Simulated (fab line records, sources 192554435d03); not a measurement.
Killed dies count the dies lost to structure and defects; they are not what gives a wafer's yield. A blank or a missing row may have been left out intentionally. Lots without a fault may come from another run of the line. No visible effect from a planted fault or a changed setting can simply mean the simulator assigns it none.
Chamber matching -- flow n5Finfet -- rieDiel-06 running N5_FIN_SAQP_DESCUM_21: 4 sister chambers
The step chemistry O2, time 7.9 s. 8 wafers are shown with their chamber, then 10 later ones without.

WAFERS WITH THEIR CHAMBER
wafer,chamber,drypumpMotorCurrentA (A),showerheadPlenumPTorr (Torr)
L082.1,3,4.9,2.05
L082.2,0,5.0,2.17
L082.6,3,4.9,2.05
L086.2,2,5.2,2.04
L086.4,1,5.4,2.14
L086.6,2,5.2,2.04
L087.1,0,5.1,2.16
L087.2,1,5.4,2.14

WAFERS MISSING THEIR CHAMBER
wafer,drypumpMotorCurrentA (A),showerheadPlenumPTorr (Torr)
L087.3,5.2,2.04
L087.4,4.9,2.05
L087.5,5.2,2.04
L087.6,5.4,2.14
L090.2,5.2,2.04
L090.3,5.1,2.16
L090.4,5.3,2.14
L096.1,5.0,2.16
L096.2,5.4,2.13
L096.6,4.9,2.04

WHICH CHAMBER EACH WENT THROUGH
wafer,from the rows above,in truth
L087.3,2,2
L087.4,3,3
L087.5,2,2
L087.6,1,1
L090.2,2,2
L090.3,0,0
L090.4,1,1
L096.1,0,0
L096.2,1,1
L096.6,3,3
Correctly placed: 10 of 10. Number that these rows cannot place: 0. 0 placed wrongly.
How it was worked out, from the rows above alone: a wafer's distance from a chamber is the root of the sum, over the readings, of the square of ((its reading less the chamber's mean) divided by the reading's scatter). The wafer belongs to the nearest chamber; if the next one is less than 2 further off, it can't be placed. Each chamber's mean is taken over the wafers shown for it. The scatter is the square root of a quotient: the sum, over the shown wafers, of each reading's squared deviation from its chamber's mean, divided by wafers minus chambers.
